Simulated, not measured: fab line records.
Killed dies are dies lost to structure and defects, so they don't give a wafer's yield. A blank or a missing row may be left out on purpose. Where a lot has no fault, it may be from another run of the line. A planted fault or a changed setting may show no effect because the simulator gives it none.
Matching of chambers | flow n5-finfet | N5_BEOL_M5_ETCH_75 on rie-diel-02 has 4 sister chambers
The step etches underlayer in N2/H2, target depth 6.5 nm, time 5.2 s. 8 wafers are shown with their chamber, then 12 later ones without.

== WAFERS PAIRED WITH THEIR CHAMBERS ==
wafer  | chamber | drypump-motor-current-A (A) | throttle-valve-pct (%)
L081.2 | 1       | 6.4                         | 18.23
L081.6 | 2       | 6.3                         | 17.74
L082.2 | 1       | 6.4                         | 18.22
L084.5 | 0       | 5.5                         | 17.86
L084.6 | 3       | 5.7                         | 17.70
L087.2 | 0       | 5.4                         | 17.86
L087.3 | 3       | 5.7                         | 17.72
L087.5 | 2       | 6.3                         | 17.79

== WAFERS WITH NO CHAMBER GIVEN ==
wafer  | drypump-motor-current-A (A) | throttle-valve-pct (%)
L090.2 | 6.4                         | 18.26
L090.3 | 6.3                         | 17.78
L090.5 | 6.3                         | 17.78
L089.2 | 5.7                         | 17.71
L089.3 | 6.4                         | 18.27
L089.6 | 6.4                         | 18.24
L095.2 | 5.4                         | 17.93
L095.4 | 5.7                         | 17.72
L095.6 | 5.6                         | 17.71
L097.2 | 5.6                         | 17.73
L097.4 | 6.3                         | 18.29
L097.5 | 6.3                         | 17.79

== THE CHAMBER EACH PASSED THROUGH ==
wafer  | from the rows above | in truth
L090.2 | 1                   | 1
L090.3 | 2                   | 2
L090.5 | 2                   | 2
L089.2 | 3                   | 3
L089.3 | 1                   | 1
L089.6 | 1                   | 1
L095.2 | 0                   | 0
L095.4 | 3                   | 3
L095.6 | 3                   | 3
L097.2 | 3                   | 3
L097.4 | 1                   | 1
L097.5 | 2                   | 2
Placed correctly: 12 of 12. Can't be placed from these rows: 0. Placed wrongly: 0.
How it was worked out, from the rows above alone: a wafer's distance from a chamber is the root of the sum, over the readings, of the square of ((its reading less the chamber's mean) divided by the reading's scatter). The wafer belongs to the nearest chamber; if the next one is less than 2 further off, it can't be placed. A chamber's mean is the mean of its shown wafers. The scatter is the square root of a quotient: the sum, over the shown wafers, of each reading's squared deviation from its chamber's mean, divided by wafers minus chambers.
